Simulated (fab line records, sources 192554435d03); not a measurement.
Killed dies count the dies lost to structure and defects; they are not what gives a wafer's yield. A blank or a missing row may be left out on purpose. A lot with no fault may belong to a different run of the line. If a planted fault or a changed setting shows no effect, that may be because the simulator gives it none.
fab line records | flow n5-finfet
[record] lots = 5 wafers = 14 last-day = 18
route steps=1938 shown BEOL_M9@1407
lots with no fault: from the same line, run without faults
start-h: the number of hours between the record's first day and the start of the first shown wafer of the lot | wait-h: how many hours have passed since the lot's step before this one | " same as the row above | L1.1+2: a row that stands for several wafers | - no value, or no start given | * or withheld: withheld | < > ~ a bound
route shown NAME@n: a module of which the file shows steps, and the number in the route of the first | usual: average and standard deviation across the fault-free wafers | same: alike in all rows | chamber/n: place in a boat | sites: the reading at each site | _std_site: how widely they spread, as a standard deviation | _edge_site: inner sites' mean taken away from outer sites' mean | radius-mm: how far each site lies from the wafer's centre | mask NAME#n: copy n | behind: the tool/chamber that last shaped the wafer | hold: what put the lot on hold/how long, in hours/how the hold closed | device: whichever transistor did not switch (one of n, p or np) | end of line: tests run on the same wafers once the route is complete | step lacking rows: just its recipe | killed: the dies lost at the first sort to structure and to defects; this is not the yield of the wafer | map: shows each die of a wafer: x if killed, . if not, _ if none is there
set.NAME: the run value of the setting; set.NAME@STEP: its run value at that earlier step | model.NAME: the simulator's own value behind a step, which no gauge read
lots at some steps of the route; a table a step, a row a wafer
services: the hour from which a tool's chamber was out of use, counted from the record's first day as start-h (under 0 if before that day), plus the number of hours and why
[[steps]]
[step N5_BEOL_M9_COAT_60]
[recipe] resist = SiARC temp-c = 220 time-s = 60 spin-rpm = 1500 resist-thk-nm = 30
[step N5_BEOL_M9_COAT_05]
[recipe] resist = CAR-ArF spin-rpm = 1500 resist-thk-nm = 90
[step N5_BEOL_M9_EBR_07]
[recipe] solvent = PGMEA ebr-width-mm = 1.5
[step N5_BEOL_M9_SOFTBAKE_06]
[recipe] temp-c = 110 time-s = 60 resist = CAR-ArF
[step N5_BEOL_M9_EXPOSE_08]
[recipe] mask-id = M9 na = 1.35 source-shape = dipole sigma-inner = 0.411 sigma-outer = 0.611 polarization = te dose-mj = 53.75
[step N5_BEOL_M9_PEB_09]
[recipe] peb-temp-c = withheld peb-time-s = 60 resist = CAR-ArF
[step N5_BEOL_M9_DEVELOP_10]
[recipe] develop-time-s = 30 developer = TMAH resist = CAR-ArF rinse-liquid = diw dry = air-spin dev-temp-c = 23
[step N5_BEOL_M9_CD_MEAS_11]
[recipe] target-cd-nm = 64.1 landing-energy-ev = 500 detector = se-inlens polarity = opening
[usual] cd-nm = 64.5/0.55
// columns lot.wafer tool chamber start-h wait-h cd-nm
L246.2 cd-sem-02 0 225.21 - 64.4
L246.4 " 0 " " 65.7
L246.6 " 0 " " 64.7
L247.1 cd-sem-02 0 225.39 - 64.0
L247.2 " 0 " " 64.8
L247.5 " 0 " " 65.0
L258.3 cd-sem-02 0 302.20 - 64.7
L258.4 " 0 " " 63.4
L265.1 cd-sem-01 0 331.89 - 64.3
L265.2 " 0 " " 65.3
L265.6 " 0 " " 64.1
L268.4 cd-sem-01 0 372.33 - 63.8
L268.5 " 0 " " 63.9
L268.6 " 0 " " 63.8
[step N5_BEOL_M9_OVL_MEAS_12]
[recipe] points-per-wafer = 44
[usual] M9_OVL = -0.1/0.79
// columns lot.wafer tool chamber start-h wait-h M9_OVL[nm]
L246.2 overlay-02 0 225.24 0.0 0.8
L246.4 " 0 " " 0.5
L246.6 " 0 " " 1.1
L247.1 overlay-01 0 225.42 0.0 0.7
L247.2 " 0 " " -0.4
L247.5 " 0 " " 0.0
L258.3 overlay-02 0 302.23 0.0 0.4
L258.4 " 0 " " -0.3
L265.1 overlay-02 0 331.92 0.0 1.5
L265.2 " 0 " " -0.7
L265.6 " 0 " " 0.8
L268.4 overlay-01 0 372.36 0.0 0.7
L268.5 " 0 " " -0.6
L268.6 " 0 " " -0.2
[step N5_BEOL_M9_INSPECT_13]
[recipe] mode = adi inspect-instrument = brightfield
[usual] raw-defect-count = 432/96
// columns lot.wafer tool chamber start-h wait-h raw-defect-count
L246.2 defect-inspect-02 - 225.27 0.0 446
L246.4 " - " " 402
L246.6 " - " " 482
L247.1 defect-inspect-02 - 225.44 0.0 711
L247.2 " - " " 609
L247.5 " - " " 466
L258.3 defect-inspect-02 - 302.25 0.0 421
L258.4 " - " " 485
L265.1 defect-inspect-02 - 331.94 0.0 359
L265.2 " - " " 376
L265.6 " - " " 387
L268.4 defect-inspect-01 - 372.39 0.0 322
L268.5 " - " " 300
L268.6 " - " " 507
[step N5_BEOL_M9_DESCUM_16]
[recipe] chemistry = O2 time-s = 7.9 source-power-w = 50 bias-power-w = 20 pressure-mtorr = 20 rf-frequency-hz = 2.712e+07 temp-c = 40 resist = CAR-ArF o2-flow-sccm = 225
[usual] drypump-motor-current-A = 5.7/0.48 oes-product-au = 0.81/0.091 rf-vpp-V = 243.0/1.3 showerhead-plenum-p-Torr = 2.08/0.067 throttle-valve-pct = 20.46/0.29
// columns lot.wafer tool chamber start-h wait-h drypump-motor-current-A oes-product-au rf-hours-counter-h rf-vpp-V showerhead-plenum-p-Torr throttle-valve-pct
L246.2 rie-diel-04 2 225.69 0.4 6.1 0.68 235 242.3 2.16 20.92
L246.4 " 3 " " 5.3 0.70 223 244.2 2.16 20.32
L246.6 " 2 " " 6.1 0.69 - 243.0 2.16 20.91
L247.1 rie-diel-02 3 225.85 0.4 5.1 0.76 145 241.9 1.99 20.81
L247.2 " 2 " " 5.8 0.66 240 243.7 2.04 20.00
L247.5 " 0 " " 6.0 0.75 - 243.8 2.06 20.70
L258.3 rie-diel-04 1 302.65 0.4 6.5 0.76 149 243.3 2.11 20.29
L258.4 " 3 " " 5.3 0.70 240 243.9 2.15 20.35
L265.1 rie-diel-02 2 331.97 0.0 5.7 0.92 16 243.2 2.03 19.85
L265.2 " 3 " " 5.1 0.74 175 240.6 1.98 20.84
L265.6 " 2 " " 5.8 0.92 - 242.6 2.03 19.84
L268.4 rie-diel-06 2 372.42 0.0 4.8 0.83 64 244.3 2.12 20.18
L268.5 " 3 " " 5.3 0.69 - 242.1 1.96 20.65
L268.6 " 0 " " 5.3 0.77 - 241.6 2.03 20.82
[step N5_BEOL_M9_ETCH_61]
[recipe] chemistry = CF4 target = SiARC target-depth-a = 390 mask-material = CAR-ArF time-s = 65 ion-energy-ev = 80 pressure-mtorr = 40 source-w = 545 bias-w = 36 Ar_flow_sccm = 100 cf4-flow-sccm = 100 ends = cleared
[usual] drypump-motor-current-A = 5.7/0.48 etch-rf-on-time-s = 65.1/1.4 oes-product-au = 0.68/0.074 rf-vpp-V = 184.0/1.1 showerhead-plenum-p-Torr = 2.13/0.059 throttle-valve-pct = 15.7/0.3
// columns lot.wafer tool chamber start-h wait-h drypump-motor-current-A etch-rf-on-time-s oes-product-au rf-hours-counter-h rf-vpp-V showerhead-plenum-p-Torr throttle-valve-pct
L246.2 rie-diel-04 2 225.72 0.0 6.1 67.2 0.57 235 185.0 2.20 16.0
L246.4 " 3 " " 5.3 66.8 0.59 223 185.6 2.21 15.6
L246.6 " 2 " " 6.1 67.2 0.57 - 184.8 2.20 16.1
L247.1 rie-diel-02 3 225.89 0.0 5.1 63.9 0.66 145 184.4 2.08 16.1
L247.2 " 2 " " 5.8 68.7 0.56 240 184.2 2.12 15.6
L247.5 " 0 " " 6.0 64.3 0.64 - 184.3 2.13 16.0
L258.3 rie-diel-04 1 302.68 0.0 6.4 66.6 0.63 149 184.5 2.13 15.4
L258.4 " 3 " " 5.3 65.7 0.59 240 184.8 2.21 15.6
L265.1 rie-diel-02 2 332.01 0.0 5.8 64.8 0.78 16 184.5 2.11 15.2
L265.2 " 3 " " 5.0 63.6 0.63 175 183.2 2.07 16.2
L265.6 " 2 " " 5.8 65.2 0.78 - 183.1 2.11 15.2
L268.4 rie-diel-06 2 372.45 0.0 4.8 67.3 0.69 64 183.2 2.18 15.4
L268.5 " 3 " " 5.3 64.5 0.60 - 184.2 2.04 16.1
L268.6 " 0 " " 5.3 66.4 0.66 - 182.9 2.07 15.9
[step N5_BEOL_M9_ETCH_62]
[recipe] chemistry = N2/H2 target = SOC target-depth-a = 1100 overetch-a = 220 mask-material = SiARC temp-c = 40 time-s = 165 ion-energy-ev = 200 pressure-mtorr = 30 source-w = 840 bias-w = 150 n2-flow-sccm = 200 h2-flow-sccm = 200
[usual] drypump-motor-current-A = 5.7/0.48 oes-product-au = 0.68/0.073 rf-vpp-V = 523.5/2.3 showerhead-plenum-p-Torr = 2.53/0.084 throttle-valve-pct = 17.9/0.31
// columns lot.wafer tool chamber start-h wait-h drypump-motor-current-A oes-product-au rf-hours-counter-h rf-vpp-V showerhead-plenum-p-Torr throttle-valve-pct model.SiARC_of_BEOL_M9_COAT_60.thk-nm
L246.2 rie-diel-04 2 225.77 0.0 6.1 0.58 235 525.0 2.64 18.5 23.8
L246.4 " 3 " " 5.3 0.60 223 524.8 2.64 17.9 23.8
L246.6 " 2 " " 6.1 0.58 - 524.3 2.64 18.5 23.8
L247.1 rie-diel-02 3 225.94 0.0 5.0 0.64 145 520.9 2.43 18.2 23.4
L247.2 " 2 " " 5.8 0.57 240 521.9 2.52 17.7 24
L247.5 " 0 " " 6.0 0.63 - 522.1 2.50 18.1 24
L258.3 rie-diel-04 1 302.73 0.0 6.5 0.63 149 524.1 2.54 17.5 23.4
L258.4 " 3 " " 5.3 0.63 240 525.8 2.64 18.0 24
L265.1 rie-diel-02 2 332.06 0.0 5.8 0.76 16 523.3 2.51 17.5 23.6
L265.2 " 3 " " 5.0 0.62 175 520.5 2.41 18.2 23.2
L265.6 " 2 " " 5.8 0.77 - 522.7 2.51 17.5 23.4
L268.4 rie-diel-06 2 372.50 0.0 4.9 0.70 64 524.2 2.58 17.6 24
L268.5 " 3 " " 5.3 0.59 - 520.1 2.41 18.3 23.6
L268.6 " 0 " " 5.4 0.66 - 522.3 2.46 18.2 23.8
[step N5_BEOL_M9_STRIP_68]
[recipe] chemistry = N2/H2 temp-c = 40 n2-flow-sccm = 200 h2-flow-sccm = 200 rf-frequency-hz = 6e+07
[[services]]
// columns tool chamber start-h hours kind
rie-diel-06 2 218.19 13.6 repair
rie-diel-06 0 220.16 6.2 repair
rie-diel-02 3 243.66 9.1 repair
rie-diel-02 2 249.10 3.6 repair
rie-diel-02 2 265.88 - clean
rie-diel-02 2 265.88 - consumable-replace:focus-ring
rie-diel-02 2 265.88 14.2 scheduled-down
rie-diel-02 2 265.88 14.2 vent-cycle
rie-diel-06 - 266.11 2.8 pm
rie-diel-04 0 266.58 4.5 repair
rie-diel-04 2 276.19 - clean
rie-diel-04 2 276.19 - consumable-replace:focus-ring
rie-diel-04 2 276.19 25.5 scheduled-down
rie-diel-04 2 276.19 25.5 vent-cycle
rie-diel-06 3 330.98 3.6 repair
rie-diel-04 3 338.27 - clean
rie-diel-04 3 338.27 - consumable-replace:focus-ring
rie-diel-04 3 338.27 27.4 scheduled-down
rie-diel-04 3 338.27 27.4 vent-cycle
rie-diel-06 3 344.09 19.8 repair
rie-diel-06 0 359.62 9.0 repair
[[key]]
first-sign none at tools or gauges
[model-effect] step = N5_BEOL_M9_ETCH_62 value = SiARC_of_BEOL_M9_COAT_60.thk-nm without = 23.6 struck = 24
met-at N5_BEOL_M9_ETCH_62
struck-wafers L258.4
sort-left-out L258.4
onset-between 225.77 302.73
[fault] kind = process-parameter-drift tool = rie-diel-04 chamber = - onset-h = 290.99 steps = N5_BEOL_M9_ETCH_62 channel = time-s offset = * shape = step end-h = 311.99 scope = struck-wafers-only acts-in = * stated = *
// sort-left-out: the simulated sort isn't trusted on such a fault, so these wafers' sort isn't shown, and their yield isn't known
